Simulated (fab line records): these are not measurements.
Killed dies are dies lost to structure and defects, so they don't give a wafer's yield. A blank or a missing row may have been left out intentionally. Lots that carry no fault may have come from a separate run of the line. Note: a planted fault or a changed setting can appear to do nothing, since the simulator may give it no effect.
Chamber matching -- flow nand_harc -- 4 sister chambers for NHARC_A_ZERO_WELL_ETCH_19 on rie_diel-11
The step etches the open film in N2/H2, target depth 80 nm, overetch 24 nm, time 87.88 s. 14 wafers are shown with their chamber, then 6 later ones without.

== EACH WAFER AND ITS CHAMBER ==
wafer,chamber,rf_vpp_V (V),oes_product_au (a.u.),throttle_valve_pct (%)
L777.3,3,429.2,1.005,14.156
L777.4,1,431.3,1.003,14.175
L777.6,2,431.5,0.999,14.183
L784.1,1,431.5,0.999,14.161
L784.2,0,427.6,0.989,14.175
L784.3,3,428.2,1.001,14.167
L785.4,2,432.0,1.002,14.161
L785.5,3,428.0,1.003,14.148
L785.6,2,431.1,0.997,14.195
L788.3,0,428.0,0.979,14.156
L788.5,0,426.9,0.986,14.182
L789.3,3,429.2,1.009,14.165
L789.4,0,428.4,0.992,14.190
L789.5,2,429.7,1.016,14.167

SIGNATURES (averages over the wafers above)
reading,chamber 0,chamber 1,chamber 2,chamber 3,scatter within a chamber
rf_vpp_V,427.725,431.400,431.075,428.650,0.735
oes_product_au,0.98650,1.00100,1.00350,1.00450,0.00597
throttle_valve_pct,14.17575,14.16800,14.17650,14.15900,0.0129
Rule: distance of a wafer from a chamber = root of the sum over the readings of ((wafer's reading minus chamber's mean) / reading's scatter) squared. The wafer belongs to the nearest chamber; if the next one is less than 2 further off, it can't be placed. How the scatter is found: for the shown wafers, subtract from each reading the mean of its chamber, square and add these, divide the total by (wafers less chambers), then take the root.

== WAFERS WHOSE CHAMBER IS MISSING ==
wafer,rf_vpp_V (V),oes_product_au (a.u.),throttle_valve_pct (%)
L798.1,432.3,1.013,14.183
L798.2,431.7,0.996,14.180
L798.3,429.0,1.009,14.174
L799.2,428.2,1.010,14.187
L799.3,426.5,0.987,14.190
L799.6,429.8,1.021,14.162

== EACH ONE'S CHAMBER ==
wafer,from the rows above,in truth
L798.1,can't be placed: 2 or 1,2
L798.2,can't be placed: 1 or 2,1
L798.3,can't be placed: 3 or 2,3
L799.2,can't be placed: 3 or 0 or 2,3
L799.3,0,0
L799.6,can't be placed: 3 or 2 or 1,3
1 of 6 placed correctly. Not placeable from these rows: 5 (in 5, the candidates include the true chamber). Wrongly placed: 0.
